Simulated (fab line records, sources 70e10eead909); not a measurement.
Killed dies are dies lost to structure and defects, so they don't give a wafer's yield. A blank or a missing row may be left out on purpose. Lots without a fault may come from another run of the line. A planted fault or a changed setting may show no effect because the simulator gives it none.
Which tool did it? | flow nand_harc | 12 lots, 36 wafers sampled, at 4 steps of a route of 1302

WHAT THE GAUGES READ, wafer by wafer
The record holds no reading of a measuring or inspecting step that can be judged against a usual standard deviation.

WHICH TOOL RAN EACH LOT (tool, then ch and the chambers of the sampled wafers, then the start)
lot  | NHARC_A_CHANNEL_HOLE_D1_ETCH_33  | NHARC_A_CHANNEL_FILL_D1_ALD_02   | NHARC_A_CHANNEL_FILL_D1_ETCHBACK_20 | NHARC_A_DECK1_JOINT_CURE_26
L149 | har_etch-01 ch 0,1, day 8 18:41  | ald_hk-01 ch 0,1,2, day 8 20:46  | rie_diel-07 ch 0,2,3, day 9 19:01   | fcvd-02 ch 0,1, day 11 14:54
L150 | har_etch-01 ch 0,1, day 9 02:51  | ald_hk-03 ch 0,1, day 9 04:46    | rie_diel-11 ch 2,3, day 10 04:49    | fcvd-02 ch 0,1, day 12 01:51
L151 | har_etch-02 ch 0,1, day 9 13:24  | ald_hk-03 ch 0,1, day 9 15:19    | rie_diel-11 ch 1,2,3, day 10 15:37  | fcvd-01 ch 0,1, day 12 09:17
L152 | har_etch-01 ch 0, day 9 23:00    | ald_hk-03 ch 1,2,3, day 10 00:59 | rie_diel-07 ch 1,2,3, day 11 01:28  | fcvd-01 ch 0,1, day 12 18:28
L153 | har_etch-01 ch 0,1, day 10 13:59 | ald_hk-01 ch 0,2,3, day 10 16:13 | rie_diel-07 ch 2,3, day 11 16:52    | fcvd-01 ch 0,1, day 13 10:22
L157 | har_etch-02 ch 0,1, day 12 07:56 | ald_hk-03 ch 1,2,3, day 12 10:08 | rie_diel-11 ch 0,1, day 13 12:38    | fcvd-01 ch 0,1, day 15 09:35
L158 | har_etch-02 ch 0,1, day 12 15:13 | ald_hk-02 ch 0,1,2, day 12 17:19 | rie_diel-11 ch 2,3, day 13 21:48    | fcvd-01 ch 0,1, day 15 21:07
L165 | har_etch-01 ch 0,1, day 15 14:41 | ald_hk-03 ch 1,2, day 15 16:36   | rie_diel-07 ch 0,1,3, day 16 16:49  | fcvd-01 ch 0,1, day 18 12:38
L167 | har_etch-01 ch 0,1, day 16 10:41 | ald_hk-03 ch 0,2,3, day 16 12:41 | rie_diel-10 ch 1,2,3, day 17 13:09  | fcvd-01 ch 0,1, day 19 10:38
L168 | har_etch-02 ch 0,1, day 16 15:17 | ald_hk-01 ch 0,1,2, day 16 17:23 | rie_diel-11 ch 0,1,2, day 17 17:56  | fcvd-02 ch 1, day 19 10:38
L169 | har_etch-01 ch 0,1, day 17 03:01 | ald_hk-01 ch 0,1,2, day 17 04:52 | rie_diel-11 ch 0,1,3, day 18 04:56  | fcvd-01 ch 0,1, day 19 22:16
L171 | har_etch-01 ch 1, day 18 03:22   | ald_hk-02 ch 0,2,3, day 18 05:16 | rie_diel-10 ch 0,1, day 19 05:29    | fcvd-01 ch 0,1, day 20 23:56
- NHARC_A_CHANNEL_HOLE_D1_ETCH_33: etches the open film in C4F8/O2/Ar, time 90 s, target depth 400 nm.
- NHARC_A_CHANNEL_FILL_D1_ALD_02: deposits SiO2, target thk 6 nm, pulse time 10 s, ald cycles 60.
- NHARC_A_CHANNEL_FILL_D1_ETCHBACK_20: etches the open film in C4F8/O2/Ar, target depth 27 nm, time 13.5 s.
- NHARC_A_DECK1_JOINT_CURE_26: time 32 s.

WHAT THE TOOLS THEMSELVES READ (means of the sampled wafers that have a number; where no wafer has one, the mark that the record gives instead)
NHARC_A_CHANNEL_HOLE_D1_ETCH_33. Usual: c4f8_flow_sccm 41.70 sccm, standard deviation 0.13; chamber_pressure_mTorr 25.001 mTorr, standard deviation 0.024; drypump_motor_current_A 5.29 A, standard deviation 0.17; mfc_ar_sccm 374.8 sccm, standard deviation 1.2; showerhead_plenum_p_Torr 3.71 Torr, standard deviation 0.071; throttle_valve_pct 27.618 %, standard deviation 0.0089.
lot  | tool        | c4f8_flow_sccm (sccm) | chamber_pressure_mTorr (mTorr) | drypump_motor_current_A (A) | mfc_ar_sccm (sccm) | showerhead_plenum_p_Torr (Torr) | throttle_valve_pct (%) | flag
L149 | har_etch-01 | 41.56                 | 25.021                         | 5.36                        | 373.0              | 3.73                            | 27.610                 |
L150 | har_etch-01 | 41.66                 | 25.021                         | 5.36                        | 375.0              | 3.73                            | 27.614                 |
L151 | har_etch-02 | 41.78                 | 24.994                         | 5.23                        | 375.3              | 3.72                            | 27.620                 |
L152 | har_etch-01 | 41.72                 | 25.022                         | 5.41                        | 375.3              | 3.77                            | 27.624                 |
L153 | har_etch-01 | 41.72                 | 24.999                         | 5.39                        | 374.6              | 3.74                            | 27.615                 |
L157 | har_etch-02 | 41.68                 | 25.020                         | 5.22                        | 374.8              | 3.70                            | 27.617                 |
L158 | har_etch-02 | 41.66                 | 25.009                         | 5.06                        | 373.8              | 3.66                            | 27.623                 |
L165 | har_etch-01 | 41.60                 | 24.992                         | 5.37                        | 373.8              | 3.70                            | 27.615                 |
L167 | har_etch-01 | 41.73                 | 25.011                         | 5.39                        | 374.4              | 3.69                            | 27.619                 |
L168 | har_etch-02 | 41.64                 | 24.992                         | 5.06                        | 375.3              | 3.63                            | 27.612                 |
L169 | har_etch-01 | 41.83                 | 24.988                         | 5.37                        | 373.9              | 3.69                            | 27.626                 |
L171 | har_etch-01 | 41.80                 | 24.984                         | 5.32                        | 374.8              | 3.63                            | 27.617                 |

NHARC_A_CHANNEL_FILL_D1_ALD_02. Usual: heater_power_w 459 W, standard deviation 49; precursor_pulse_height_rel 0.997, standard deviation 0.02.
lot  | tool      | heater_power_w (W) | precursor_pulse_height_rel | flag
L149 | ald_hk-01 | 437                | 0.997                      |
L150 | ald_hk-03 | 556                | 1.007                      |
L151 | ald_hk-03 | 556                | 0.990                      |
L152 | ald_hk-03 | 471                | 0.981                      |
L153 | ald_hk-01 | 417                | 1.007                      |
L157 | ald_hk-03 | 472                | 1.004                      |
L158 | ald_hk-02 | 456                | 0.971                      |
L165 | ald_hk-03 | 488                | 0.979                      |
L167 | ald_hk-03 | 504                | 1.001                      |
L168 | ald_hk-01 | 425                | 1.005                      |
L169 | ald_hk-01 | 424                | 0.998                      |
L171 | ald_hk-02 | 447                | 0.994                      |

NHARC_A_CHANNEL_FILL_D1_ETCHBACK_20. Usual: chamber_pressure_mTorr 24.999 mTorr, standard deviation 0.024; oes_product_au 0.96 a.u., standard deviation 0.037; rf_vpp_V 976 V, standard deviation 4.5.
lot  | tool        | chamber_pressure_mTorr (mTorr) | oes_product_au (a.u.) | rf_vpp_V (V) | flag
L149 | rie_diel-07 | 25.026                         | 1.00                  | 977          |
L150 | rie_diel-11 | 24.999                         | 0.92                  | 980          |
L151 | rie_diel-11 | 25.008                         | 0.92                  | 980          |
L152 | rie_diel-07 | 24.989                         | 0.93                  | 973          |
L153 | rie_diel-07 | 24.998                         | 0.93                  | 974          |
L157 | rie_diel-11 | 25.012                         | 0.99                  | 977          |
L158 | rie_diel-11 | 24.990                         | 1.00                  | 977          |
L165 | rie_diel-07 | 25.008                         | 0.99                  | 973          |
L167 | rie_diel-10 | 24.993                         | 0.92                  | 979          |
L168 | rie_diel-11 | 24.991                         | 0.92                  | 977          |
L169 | rie_diel-11 | 25.005                         | 0.92                  | 978          |
L171 | rie_diel-10 | 25.008                         | 0.99                  | 971          |

NHARC_A_DECK1_JOINT_CURE_26. Usual: pressure_atm 0.3951, standard deviation 0.00073; susceptor_temp_C 149.99 C, standard deviation 0.13.
lot  | tool    | pressure_atm | susceptor_temp_C (C) | flag
L149 | fcvd-02 | 0.3961       | 149.97               |
L150 | fcvd-02 | 0.3954       | 150.03               |
L151 | fcvd-01 | 0.3945       | 149.93               |
L152 | fcvd-01 | 0.3951       | 149.97               |
L153 | fcvd-01 | 0.3954       | 149.88               |
L157 | fcvd-01 | -            | -                    | OFF
L158 | fcvd-01 | -            | -                    | OFF
L165 | fcvd-01 | 0.3953       | 150.11               |
L167 | fcvd-01 | 0.3959       | 149.97               |
L168 | fcvd-02 | 0.3948       | 150.10               |
L169 | fcvd-01 | 0.3948       | 150.11               |
L171 | fcvd-01 | 0.3947       | 149.87               |

THE ANSWER, worked out from the rows above alone
Rule: a lot is off if the mean of its wafers that have a number lies more than 3 standard deviations from the usual mean. A lot without any number at a reading at which 4 lots or more have one is off too. The other lots that the step has rows for count as sound. The gauges are gone through in route order, then the tools' own readings, and for those a lot's mean is taken as printed above. The first step at which some lot is off is used, and at that step the reading that is off furthest; a lot without a number counts as furthest.
Off: L157, L158, at NHARC_A_DECK1_JOINT_CURE_26 (pressure_atm). Without a number there: L157, L158.
A tool fits if, at that step or a process step before it, it ran every lot that is off, and no sound lot after the first of them. None of those tried fits.

WHAT THE SIMULATOR HAD PUT IN
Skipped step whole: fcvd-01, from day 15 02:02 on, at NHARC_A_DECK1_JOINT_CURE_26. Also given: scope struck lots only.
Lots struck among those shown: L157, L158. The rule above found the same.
